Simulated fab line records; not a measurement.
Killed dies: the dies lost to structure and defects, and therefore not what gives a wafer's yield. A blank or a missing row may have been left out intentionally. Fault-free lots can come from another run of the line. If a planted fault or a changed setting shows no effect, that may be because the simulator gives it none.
fab line records | flow nand_harc
[record] lots = 24 | wafers = 72 | last_day = 25
route steps=1159 shown P_M0@272 P_M1@306 P_M2@340
lots that met no fault: taken from a fault-free run of the same line
start_h: start of the lot's first displayed wafer, in hours after the record's first day | wait_h: hours since the lot's step before | " identical to the entry in the row above | L1.1+2: one row covering several wafers at once | - no value, or no start was given | * or withheld: withheld | < > ~ a bound
route shown NAME@n: NAME is a module with steps in the file, n the number in the route of the first one | usual: average and standard deviation across the fault-free wafers | same: alike in all rows | chamber/n: place in a boat | sites: per-site readings | _std_site: their standard deviation | _edge_site: mean of outer sites minus mean of inner sites | radius_mm: how far each site lies from the wafer's centre | mask NAME#n: copy n | behind: the tool/chamber that last shaped the wafer | hold: why the lot went on hold/how many hours it stayed there/how the hold came to an end | device: transistor that didn't switch, given as n, p or np | end of line: tests run on the same wafers once the route is complete | a step with no rows: only its recipe | killed: at the first sort, the dies lost to defects and structure; wafer yield is something else | map: shows each die of a wafer: x if killed, . if not, _ if none is there
set.NAME: the setting the step ran with; set.NAME@STEP: the setting that earlier step ran with | model.NAME: the simulator's own value behind a step, which no gauge read
the route's steps for a sample of lots (tables are steps, rows are wafers)
services: a tool's chamber out of use, with start hour (start_h, from the record's first day; less than 0 if before it), hours out, and reason
[[steps]]
[step NHARC_P_M0_DEGAS_28]
[recipe] temp_c = 250 | time_s = 60
[usual] heater_power_w = 351/27
lot.wafer | tool           | chamber | start_h | wait_h | heater_power_w
L074.2    | pvd_sputter-01 | -       | 112.65  | -      | 353
L074.4    | "              | -       | "       | "      | 372
L074.6    | "              | -       | "       | "      | 362
L075.4    | pvd_sputter-02 | -       | 124.89  | -      | 322
L075.5    | "              | -       | "       | "      | 347
L075.6    | "              | -       | "       | "      | 313
L076.1    | pvd_sputter-02 | -       | 131.67  | -      | 351
L076.4    | "              | -       | "       | "      | 311
L076.6    | "              | -       | "       | "      | 307
L077.3    | pvd_sputter-02 | -       | 137.32  | -      | 312
L077.6    | "              | -       | "       | "      | 303
L077.5    | "              | -       | "       | "      | 318
L078.3    | pvd_sputter-03 | -       | 140.73  | -      | 321
L078.6    | "              | -       | "       | "      | 397
L078.5    | "              | -       | "       | "      | 311
L079.2    | pvd_sputter-03 | -       | 145.67  | -      | 340
L079.1    | "              | -       | "       | "      | 375
L079.5    | "              | -       | "       | "      | 383
L080.3    | pvd_sputter-01 | -       | 154.85  | -      | 348
L080.2    | "              | -       | "       | "      | 364
L080.1    | "              | -       | "       | "      | 356
L082.4    | pvd_sputter-03 | -       | 164.74  | -      | 392
L082.3    | "              | -       | "       | "      | 327
L082.5    | "              | -       | "       | "      | 341
L081.1    | pvd_sputter-03 | -       | 165.23  | -      | 388
L081.4    | "              | -       | "       | "      | 318
L081.5    | "              | -       | "       | "      | 337
L083.2    | pvd_sputter-03 | -       | 166.05  | -      | 383
L083.3    | "              | -       | "       | "      | 376
L083.5    | "              | -       | "       | "      | 392
L085.1    | pvd_sputter-03 | -       | 176.72  | -      | 316
L085.3    | "              | -       | "       | "      | 391
L085.2    | "              | -       | "       | "      | 389
L084.2    | pvd_sputter-01 | -       | 177.65  | -      | 372
L084.1    | "              | -       | "       | "      | 342
L084.6    | "              | -       | "       | "      | 372
L087.1    | pvd_sputter-01 | -       | 191.12  | -      | 345
L087.4    | "              | -       | "       | "      | 364
L087.6    | "              | -       | "       | "      | 345
L086.2    | pvd_sputter-03 | -       | 191.35  | -      | 323
L086.1    | "              | -       | "       | "      | 381
L086.6    | "              | -       | "       | "      | 400
L088.1    | pvd_sputter-01 | -       | 197.86  | -      | 343
L088.3    | "              | -       | "       | "      | 344
L088.5    | "              | -       | "       | "      | 345
L090.2    | pvd_sputter-01 | -       | 204.59  | -      | 349
L090.3    | "              | -       | "       | "      | 363
L090.6    | "              | -       | "       | "      | 359
L089.1    | pvd_sputter-03 | -       | 218.37  | -      | 381
L089.4    | "              | -       | "       | "      | 400
L089.5    | "              | -       | "       | "      | 350
L092.3    | pvd_sputter-03 | -       | 219.60  | -      | 312
L092.6    | "              | -       | "       | "      | 345
L092.5    | "              | -       | "       | "      | 391
L091.2    | pvd_sputter-03 | -       | 221.57  | -      | 396
L091.3    | "              | -       | "       | "      | 376
L091.5    | "              | -       | "       | "      | 399
L093.2    | pvd_sputter-03 | -       | 230.44  | -      | 332
L093.4    | "              | -       | "       | "      | 380
L093.5    | "              | -       | "       | "      | 394
L094.3    | pvd_sputter-01 | -       | 234.03  | -      | 352
L094.2    | "              | -       | "       | "      | 344
L094.5    | "              | -       | "       | "      | 374
L095.1    | pvd_sputter-01 | -       | 243.39  | -      | 356
L095.3    | "              | -       | "       | "      | 340
L095.5    | "              | -       | "       | "      | 364
L096.3    | pvd_sputter-01 | -       | 248.65  | -      | 336
L096.6    | "              | -       | "       | "      | 352
L096.5    | "              | -       | "       | "      | 366
L097.1    | pvd_sputter-02 | -       | 249.55  | -      | 311
L097.6    | "              | -       | "       | "      | 376
L097.5    | "              | -       | "       | "      | 302
[step NHARC_P_M1_PRE_CLEAN_30]
[recipe] time_s = 30 | temp_c = 280 | gas = H2/He
[usual] heater_power_w = 419/40
lot.wafer | tool           | chamber | start_h | wait_h | heater_power_w
L074.4    | pvd_sputter-02 | -       | -       | -      | 357
L074.2    | "              | -       | "       | "      | 427
L074.6    | "              | -       | "       | "      | 381
L075.4    | pvd_sputter-03 | -       | -       | -      | 427
L075.6    | "              | -       | "       | "      | 419
L075.5    | "              | -       | "       | "      | 489
L076.4    | pvd_sputter-02 | -       | -       | -      | 352
L076.1    | "              | -       | "       | "      | 390
L076.6    | "              | -       | "       | "      | 350
L077.3    | pvd_sputter-02 | -       | -       | -      | 379
L077.5    | "              | -       | "       | "      | 379
L077.6    | "              | -       | "       | "      | 398
L078.3    | pvd_sputter-01 | -       | -       | -      | 443
L078.6    | "              | -       | "       | "      | 423
L078.5    | "              | -       | "       | "      | 435
L079.2    | pvd_sputter-02 | -       | -       | -      | 392
L079.1    | "              | -       | "       | "      | 355
L079.5    | "              | -       | "       | "      | 383
L080.2    | pvd_sputter-02 | -       | -       | -      | 417
L080.3    | "              | -       | "       | "      | 387
L080.1    | "              | -       | "       | "      | 399
L082.4    | pvd_sputter-03 | -       | -       | -      | 466
L082.3    | "              | -       | "       | "      | 483
L082.5    | "              | -       | "       | "      | 465
L081.1    | pvd_sputter-03 | -       | -       | -      | 471
L081.4    | "              | -       | "       | "      | 408
L081.5    | "              | -       | "       | "      | 460
L083.3    | pvd_sputter-01 | -       | -       | -      | 428
L083.2    | "              | -       | "       | "      | 407
L083.5    | "              | -       | "       | "      | 419
L085.1    | pvd_sputter-01 | -       | -       | -      | 454
L085.3    | "              | -       | "       | "      | 421
L085.2    | "              | -       | "       | "      | 416
L084.2    | pvd_sputter-02 | -       | -       | -      | 350
L084.1    | "              | -       | "       | "      | 431
L084.6    | "              | -       | "       | "      | 414
L087.4    | pvd_sputter-03 | -       | -       | -      | 457
L087.1    | "              | -       | "       | "      | 413
L087.6    | "              | -       | "       | "      | 385
L086.1    | pvd_sputter-02 | -       | -       | -      | 354
L086.2    | "              | -       | "       | "      | 435
L086.6    | "              | -       | "       | "      | 384
L088.1    | pvd_sputter-03 | -       | -       | -      | 423
L088.3    | "              | -       | "       | "      | 489
L088.5    | "              | -       | "       | "      | 465
L090.2    | pvd_sputter-02 | -       | -       | -      | 342
L090.3    | "              | -       | "       | "      | 385
L090.6    | "              | -       | "       | "      | 438
L089.4    | pvd_sputter-03 | -       | -       | -      | 471
L089.1    | "              | -       | "       | "      | 454
L089.5    | "              | -       | "       | "      | 478
L092.3    | pvd_sputter-03 | -       | -       | -      | 422
L092.5    | "              | -       | "       | "      | 406
L092.6    | "              | -       | "       | "      | 453
L091.2    | pvd_sputter-03 | -       | -       | -      | 483
L091.3    | "              | -       | "       | "      | 384
L091.5    | "              | -       | "       | "      | 480
L093.4    | pvd_sputter-02 | -       | -       | -      | 459
L093.2    | "              | -       | "       | "      | 376
L093.5    | "              | -       | "       | "      | 372
L094.3    | pvd_sputter-03 | -       | -       | -      | 391
L094.2    | "              | -       | "       | "      | 471
L094.5    | "              | -       | "       | "      | 478
L095.3    | pvd_sputter-03 | -       | -       | -      | 388
L095.1    | "              | -       | "       | "      | 475
L095.5    | "              | -       | "       | "      | 394
L096.3    | pvd_sputter-03 | -       | -       | -      | 387
L096.5    | "              | -       | "       | "      | 429
L096.6    | "              | -       | "       | "      | 470
L097.1    | pvd_sputter-01 | -       | -       | -      | 430
L097.6    | "              | -       | "       | "      | 450
L097.5    | "              | -       | "       | "      | 430
[step NHARC_P_M1_THK_MEAS_24]
[recipe] thk_meas_gauge = xrf
[usual] thk_nm = 157.2/1.8
lot.wafer | tool          | chamber | start_h | wait_h | thk_nm
L074.2    | film_metro-01 | -       | 118.29  | -      | 158.0
L074.4    | "             | -       | "       | "      | 158.1
L074.6    | "             | -       | "       | "      | 158.9
L075.4    | film_metro-01 | -       | 130.89  | -      | 156.6
L075.5    | "             | -       | "       | "      | 153.6
L075.6    | "             | -       | "       | "      | 157.8
L076.1    | film_metro-01 | -       | 137.16  | -      | 157.1
L076.4    | "             | -       | "       | "      | 154.5
L076.6    | "             | -       | "       | "      | 154.4
L077.3    | film_metro-01 | -       | 143.16  | -      | 157.1
L077.5    | "             | -       | "       | "      | 158.4
L077.6    | "             | -       | "       | "      | 156.2
L078.3    | film_metro-01 | -       | 146.72  | -      | 157.1
L078.5    | "             | -       | "       | "      | 158.4
L078.6    | "             | -       | "       | "      | 156.4
L079.1    | film_metro-01 | -       | 151.18  | -      | 157.4
L079.2    | "             | -       | "       | "      | 158.0
L079.5    | "             | -       | "       | "      | 156.4
L080.1    | film_metro-01 | -       | 162.67  | -      | 158.0
L080.2    | "             | -       | "       | "      | 156.2
L080.3    | "             | -       | "       | "      | 154.0
L082.3    | film_metro-02 | -       | 170.44  | -      | 155.6
L082.4    | "             | -       | "       | "      | 153.4
L082.5    | "             | -       | "       | "      | 153.9
L081.1    | film_metro-01 | -       | 171.18  | -      | 158.6
L081.4    | "             | -       | "       | "      | 158.8
L081.5    | "             | -       | "       | "      | 159.7
L083.2    | film_metro-01 | -       | 171.73  | -      | 159.6
L083.3    | "             | -       | "       | "      | 159.6
L083.5    | "             | -       | "       | "      | 155.2
L085.1    | film_metro-01 | -       | 183.05  | -      | 158.0
L085.2    | "             | -       | "       | "      | 156.6
L085.3    | "             | -       | "       | "      | 155.9
L084.1    | film_metro-01 | -       | 183.28  | -      | 158.4
L084.2    | "             | -       | "       | "      | 157.4
L084.6    | "             | -       | "       | "      | 159.3
L087.1    | film_metro-01 | -       | 196.67  | -      | 155.6
L087.4    | "             | -       | "       | "      | 156.4
L087.6    | "             | -       | "       | "      | 155.8
L086.1    | film_metro-01 | -       | 197.01  | -      | 156.7
L086.2    | "             | -       | "       | "      | 158.9
L086.6    | "             | -       | "       | "      | 158.9
L088.1    | film_metro-01 | -       | 203.60  | -      | 157.9
L088.3    | "             | -       | "       | "      | 155.9
L088.5    | "             | -       | "       | "      | 157.4
L090.2    | film_metro-02 | -       | 210.25  | -      | 158.3
L090.3    | "             | -       | "       | "      | 156.4
L090.6    | "             | -       | "       | "      | 155.8
L089.1    | film_metro-01 | -       | 223.86  | -      | 155.0
L089.4    | "             | -       | "       | "      | 158.2
L089.5    | "             | -       | "       | "      | 157.0
L092.3    | film_metro-02 | -       | 225.32  | -      | 155.6
L092.5    | "             | -       | "       | "      | 157.7
L092.6    | "             | -       | "       | "      | 157.5
L091.2    | film_metro-02 | -       | 227.25  | -      | 154.4
L091.3    | "             | -       | "       | "      | 158.4
L091.5    | "             | -       | "       | "      | 158.2
L093.2    | film_metro-02 | -       | 236.46  | -      | 159.3
L093.4    | "             | -       | "       | "      | 155.7
L093.5    | "             | -       | "       | "      | 156.7
L094.2    | film_metro-02 | -       | 239.49  | -      | 155.2
L094.3    | "             | -       | "       | "      | 158.0
L094.5    | "             | -       | "       | "      | 153.3
L095.1    | film_metro-02 | -       | 248.84  | -      | 154.9
L095.3    | "             | -       | "       | "      | 158.2
L095.5    | "             | -       | "       | "      | 157.2
L096.3    | film_metro-01 | -       | 254.43  | -      | 157.5
L096.5    | "             | -       | "       | "      | 157.8
L096.6    | "             | -       | "       | "      | 154.7
L097.1    | film_metro-02 | -       | 255.17  | -      | 158.9
L097.5    | "             | -       | "       | "      | 158.7
L097.6    | "             | -       | "       | "      | 156.3
[step NHARC_P_M1_INSPECT_27]
[usual] raw_defect_count = 294/110
lot.wafer | tool              | chamber | start_h | wait_h | raw_defect_count
L074.2    | defect_inspect-02 | -       | 118.45  | 0.0    | 244
L074.4    | "                 | -       | "       | "      | 230
L074.6    | "                 | -       | "       | "      | 262
L075.4    | defect_inspect-01 | -       | 131.05  | 0.0    | 214
L075.5    | "                 | -       | "       | "      | 245
L075.6    | "                 | -       | "       | "      | 270
L076.1    | defect_inspect-01 | -       | 137.32  | 0.0    | 252
L076.4    | "                 | -       | "       | "      | 259
L076.6    | "                 | -       | "       | "      | 469
L077.3    | defect_inspect-01 | -       | 143.31  | 0.0    | 388
L077.5    | "                 | -       | "       | "      | 350
L077.6    | "                 | -       | "       | "      | 488
L078.3    | defect_inspect-01 | -       | 146.88  | 0.0    | 246
L078.5    | "                 | -       | "       | "      | 175
L078.6    | "                 | -       | "       | "      | 344
L079.1    | defect_inspect-01 | -       | 151.34  | 0.0    | 322
L079.2    | "                 | -       | "       | "      | 242
L079.5    | "                 | -       | "       | "      | 294
L080.1    | defect_inspect-01 | -       | 162.83  | 0.0    | 197
L080.2    | "                 | -       | "       | "      | 158
L080.3    | "                 | -       | "       | "      | 296
L082.3    | defect_inspect-02 | -       | 170.59  | 0.0    | 427
L082.4    | "                 | -       | "       | "      | 232
L082.5    | "                 | -       | "       | "      | 261
L081.1    | defect_inspect-01 | -       | 171.34  | 0.0    | 488
L081.4    | "                 | -       | "       | "      | 642
L081.5    | "                 | -       | "       | "      | 302
L083.2    | defect_inspect-01 | -       | 171.89  | 0.0    | 287
L083.3    | "                 | -       | "       | "      | 171
L083.5    | "                 | -       | "       | "      | 257
L085.1    | defect_inspect-01 | -       | 183.21  | 0.0    | 382
L085.2    | "                 | -       | "       | "      | 344
L085.3    | "                 | -       | "       | "      | 384
L084.1    | defect_inspect-02 | -       | 183.44  | 0.0    | 446
L084.2    | "                 | -       | "       | "      | 250
L084.6    | "                 | -       | "       | "      | 183
L087.1    | defect_inspect-01 | -       | 196.83  | 0.0    | 466
L087.4    | "                 | -       | "       | "      | 152
L087.6    | "                 | -       | "       | "      | 393
L086.1    | defect_inspect-01 | -       | 197.16  | 0.0    | 323
L086.2    | "                 | -       | "       | "      | 239
L086.6    | "                 | -       | "       | "      | 361
L088.1    | defect_inspect-01 | -       | 203.76  | 0.0    | 302
L088.3    | "                 | -       | "       | "      | 424
L088.5    | "                 | -       | "       | "      | 314
L090.2    | defect_inspect-01 | -       | 210.41  | 0.0    | 425
L090.3    | "                 | -       | "       | "      | 383
L090.6    | "                 | -       | "       | "      | 292
L089.1    | defect_inspect-02 | -       | 224.01  | 0.0    | 492
L089.4    | "                 | -       | "       | "      | 401
L089.5    | "                 | -       | "       | "      | 491
L092.3    | defect_inspect-01 | -       | 225.48  | 0.0    | 231
L092.5    | "                 | -       | "       | "      | 276
L092.6    | "                 | -       | "       | "      | 379
L091.2    | defect_inspect-02 | -       | 227.41  | 0.0    | 199
L091.3    | "                 | -       | "       | "      | 234
L091.5    | "                 | -       | "       | "      | 209
L093.2    | defect_inspect-02 | -       | 236.62  | 0.0    | 383
L093.4    | "                 | -       | "       | "      | 182
L093.5    | "                 | -       | "       | "      | 174
L094.2    | defect_inspect-01 | -       | 239.65  | 0.0    | 170
L094.3    | "                 | -       | "       | "      | 191
L094.5    | "                 | -       | "       | "      | 223
L095.1    | defect_inspect-01 | -       | 248.99  | 0.0    | 207
L095.3    | "                 | -       | "       | "      | 218
L095.5    | "                 | -       | "       | "      | 446
L096.3    | defect_inspect-02 | -       | 254.61  | 0.0    | 183
L096.5    | "                 | -       | "       | "      | 167
L096.6    | "                 | -       | "       | "      | 214
L097.1    | defect_inspect-02 | -       | 255.35  | 0.0    | 221
L097.5    | "                 | -       | "       | "      | 151
L097.6    | "                 | -       | "       | "      | 178
[step NHARC_P_M2_PVD_20]
[recipe] target_thk_a = 50 | bias_v = 168.6 | power_w = 15000 | chamber_pressure_pa = 0.12 | time_s = 8.06 | substrate_temp_c = 50 | material = TaN
[usual] throttle_valve_pct = 30.1/0.77
lot.wafer | tool           | chamber | start_h | wait_h | throttle_valve_pct
L074.2    | pvd_sputter-03 | -       | -       | -      | 31.0
L074.4    | "              | -       | "       | "      | 29.6
L074.6    | "              | -       | "       | "      | 30.4
L075.4    | pvd_sputter-03 | -       | -       | -      | 29.6
L075.5    | "              | -       | "       | "      | 30.5
L075.6    | "              | -       | "       | "      | 30.9
L076.1    | pvd_sputter-02 | -       | -       | -      | 30.5
L076.4    | "              | -       | "       | "      | 29.4
L076.6    | "              | -       | "       | "      | 29.6
L077.3    | pvd_sputter-01 | -       | -       | -      | 29.9
L077.5    | "              | -       | "       | "      | 30.0
L077.6    | "              | -       | "       | "      | 30.4
L078.3    | pvd_sputter-01 | -       | -       | -      | 30.0
L078.6    | "              | -       | "       | "      | 30.3
L078.5    | "              | -       | "       | "      | 30.0
L079.2    | pvd_sputter-03 | -       | -       | -      | 30.7
L079.1    | "              | -       | "       | "      | 29.6
L079.5    | "              | -       | "       | "      | 30.7
L080.2    | pvd_sputter-03 | -       | -       | -      | 30.6
L080.3    | "              | -       | "       | "      | 29.3
L080.1    | "              | -       | "       | "      | 30.6
L082.3    | pvd_sputter-03 | -       | -       | -      | 30.7
L082.4    | "              | -       | "       | "      | 29.4
L082.5    | "              | -       | "       | "      | 31.0
L081.1    | pvd_sputter-03 | -       | -       | -      | 30.6
L081.4    | "              | -       | "       | "      | 29.7
L081.5    | "              | -       | "       | "      | 30.7
L083.3    | pvd_sputter-03 | -       | -       | -      | 30.5
L083.2    | "              | -       | "       | "      | 29.1
L083.5    | "              | -       | "       | "      | 30.1
L085.3    | pvd_sputter-03 | -       | -       | -      | 30.8
L085.2    | "              | -       | "       | "      | 30.9
L085.1    | "              | -       | "       | "      | 29.3
L084.2    | pvd_sputter-01 | -       | -       | -      | 29.9
L084.1    | "              | -       | "       | "      | 29.5
L084.6    | "              | -       | "       | "      | 30.2
L087.1    | pvd_sputter-03 | -       | -       | -      | 30.3
L087.4    | "              | -       | "       | "      | 29.5
L087.6    | "              | -       | "       | "      | 30.5
L086.2    | pvd_sputter-02 | -       | -       | -      | 29.5
L086.1    | "              | -       | "       | "      | 30.6
L086.6    | "              | -       | "       | "      | 30.5
L088.1    | pvd_sputter-02 | -       | -       | -      | 30.3
L088.3    | "              | -       | "       | "      | 29.6
L088.5    | "              | -       | "       | "      | 29.2
L090.2    | pvd_sputter-03 | -       | -       | -      | 28.8
L090.3    | "              | -       | "       | "      | 30.4
L090.6    | "              | -       | "       | "      | 29.5
L089.4    | pvd_sputter-03 | -       | -       | -      | 28.9
L089.1    | "              | -       | "       | "      | 31.0
L089.5    | "              | -       | "       | "      | 28.7
L092.3    | pvd_sputter-02 | -       | -       | -      | 32.1
L092.6    | "              | -       | "       | "      | 29.4
L092.5    | "              | -       | "       | "      | 31.6
L091.3    | pvd_sputter-01 | -       | -       | -      | 30.0
L091.2    | "              | -       | "       | "      | 30.8
L091.5    | "              | -       | "       | "      | 30.9
L093.2    | pvd_sputter-02 | -       | -       | -      | 29.3
L093.4    | "              | -       | "       | "      | 29.5
L093.5    | "              | -       | "       | "      | 29.1
L094.3    | pvd_sputter-03 | -       | -       | -      | 30.6
L094.2    | "              | -       | "       | "      | 30.9
L094.5    | "              | -       | "       | "      | 30.5
L095.3    | pvd_sputter-01 | -       | -       | -      | 29.8
L095.1    | "              | -       | "       | "      | 30.5
L095.5    | "              | -       | "       | "      | 30.9
L096.3    | pvd_sputter-02 | -       | -       | -      | 29.7
L096.6    | "              | -       | "       | "      | 29.7
L096.5    | "              | -       | "       | "      | 29.4
L097.1    | pvd_sputter-03 | -       | -       | -      | 31.1
L097.5    | "              | -       | "       | "      | 30.5
L097.6    | "              | -       | "       | "      | 30.8
[step NHARC_P_M2_PRE_CLEAN_32]
[recipe] time_s = 12 | temp_c = 370 | rf_power_w = 300 | gas = NH3
[usual] heater_power_w = 631/80
lot.wafer | tool     | chamber | start_h | wait_h | heater_power_w
L074.2    | pecvd-02 | 0       | 123.02  | 0.1    | 664
L074.4    | "        | 0       | "       | "      | 646
L074.6    | "        | 2       | "       | "      | 675
L075.5    | pecvd-01 | 0       | 135.25  | 0.1    | 636
L075.6    | "        | 1       | "       | "      | 500
L075.4    | "        | 2       | "       | "      | 546
L076.1    | pecvd-02 | 0       | 141.80  | 0.3    | 646
L076.6    | "        | 2       | "       | "      | 629
L076.4    | "        | 0       | "       | "      | 667
L077.3    | pecvd-03 | 0       | 147.64  | 0.1    | 583
L077.6    | "        | 0       | "       | "      | 591
L077.5    | "        | 1       | "       | "      | 507
L078.3    | pecvd-02 | 0       | 151.30  | 0.1    | 715
L078.6    | "        | 1       | "       | "      | 594
L078.5    | "        | 0       | "       | "      | 753
L079.2    | pecvd-01 | 0       | 157.16  | 1.0    | 662
L079.1    | "        | 1       | "       | "      | 551
L079.5    | "        | 1       | "       | "      | 544
L080.3    | pecvd-01 | 1       | 167.39  | 0.1    | 528
L080.2    | "        | 2       | "       | "      | 622
L080.1    | "        | 0       | "       | "      | 589
L082.3    | pecvd-03 | 0       | 174.82  | 0.1    | 626
L082.4    | "        | 1       | "       | "      | 496
L082.5    | "        | 2       | "       | "      | 819
L081.1    | pecvd-01 | 2       | 175.79  | 0.1    | 615
L081.5    | "        | 0       | "       | "      | 646
L081.4    | "        | 2       | "       | "      | 609
L083.2    | pecvd-03 | 0       | 176.37  | 0.1    | 635
L083.3    | "        | 1       | "       | "      | 463
L083.5    | "        | 0       | "       | "      | 638
L085.3    | pecvd-02 | 0       | 187.48  | 0.1    | 691
L085.2    | "        | 1       | "       | "      | 613
L085.1    | "        | 2       | "       | "      | 637
L084.2    | pecvd-03 | 1       | 187.77  | 0.1    | 519
L084.1    | "        | 0       | "       | "      | 688
L084.6    | "        | 2       | "       | "      | 821
L087.1    | pecvd-03 | 0       | 201.26  | 0.1    | 699
L087.6    | "        | 2       | "       | "      | 723
L087.4    | "        | 0       | "       | "      | 681
L086.2    | pecvd-02 | 0       | 201.40  | 0.1    | 603
L086.1    | "        | 2       | "       | "      | 676
L086.6    | "        | 1       | "       | "      | 673
L088.1    | pecvd-03 | 2       | 207.96  | 0.1    | 811
L088.3    | "        | 1       | "       | "      | 508
L088.5    | "        | 0       | "       | "      | 592
L090.2    | pecvd-01 | 2       | 214.50  | 0.1    | 591
L090.3    | "        | 0       | "       | "      | 575
L090.6    | "        | 2       | "       | "      | 615
L089.1    | pecvd-02 | 1       | 228.33  | 0.1    | 633
L089.5    | "        | 1       | "       | "      | 628
L089.4    | "        | 2       | "       | "      | 649
L092.3    | pecvd-02 | 0       | 229.61  | 0.1    | 703
L092.5    | "        | 1       | "       | "      | 561
L092.6    | "        | 2       | "       | "      | 592
L091.3    | pecvd-02 | 1       | 231.62  | 0.1    | 630
L091.2    | "        | 2       | "       | "      | 648
L091.5    | "        | 1       | "       | "      | 636
L093.2    | pecvd-02 | 0       | 240.85  | 0.1    | 681
L093.4    | "        | 0       | "       | "      | 668
L093.5    | "        | 2       | "       | "      | 575
L094.3    | pecvd-02 | 1       | 243.74  | 0.1    | 635
L094.2    | "        | 2       | "       | "      | 629
L094.5    | "        | 2       | "       | "      | 644
L095.1    | pecvd-02 | 0       | 253.22  | 0.1    | 689
L095.3    | "        | 1       | "       | "      | 608
L095.5    | "        | 2       | "       | "      | 632
L096.3    | pecvd-02 | 0       | 259.21  | 0.1    | 617
L096.6    | "        | 0       | "       | "      | 580
L096.5    | "        | 1       | "       | "      | 671
L097.1    | pecvd-03 | 1       | 259.54  | 0.1    | 490
L097.5    | "        | 2       | "       | "      | 698
L097.6    | "        | 0       | "       | "      | 712
[[services]]
tool           | chamber | start_h | hours | kind
pecvd-01       | 1       | 96.11   | 2.6   | repair
pvd_sputter-03 | -       | 102.00  | 10.0  | pm
pecvd-03       | -       | 111.05  | 13.0  | pm
pecvd-03       | 0       | 111.05  | 13.0  | vent_cycle
pecvd-03       | 1       | 111.05  | 13.0  | vent_cycle
pecvd-03       | 2       | 111.05  | 13.0  | vent_cycle
pvd_sputter-02 | -       | 118.04  | 4.2   | repair
pecvd-03       | 0       | 124.05  | -     | clean
pecvd-01       | 2       | 135.80  | 30.1  | repair
pecvd-01       | 1       | 142.07  | 6.4   | repair
pecvd-02       | -       | 145.32  | 0.5   | repair
pvd_sputter-02 | -       | 152.93  | 3.7   | repair
pecvd-02       | -       | 153.17  | 13.0  | pm
pecvd-02       | 0       | 153.17  | 13.0  | vent_cycle
pecvd-02       | 1       | 153.17  | 13.0  | vent_cycle
pecvd-02       | 2       | 153.17  | 13.0  | vent_cycle
pvd_sputter-01 | -       | 158.00  | 10.0  | pm
pvd_sputter-02 | -       | 162.59  | 11.5  | repair
pecvd-02       | 0       | 166.17  | -     | clean
pecvd-02       | 1       | 166.17  | -     | clean
pecvd-02       | 2       | 166.17  | -     | clean
pvd_sputter-02 | -       | 190.13  | 2.5   | repair
pvd_sputter-01 | -       | 212.95  | 16.6  | repair
pecvd-01       | -       | 237.32  | 13.0  | pm
[[key]]
fault none
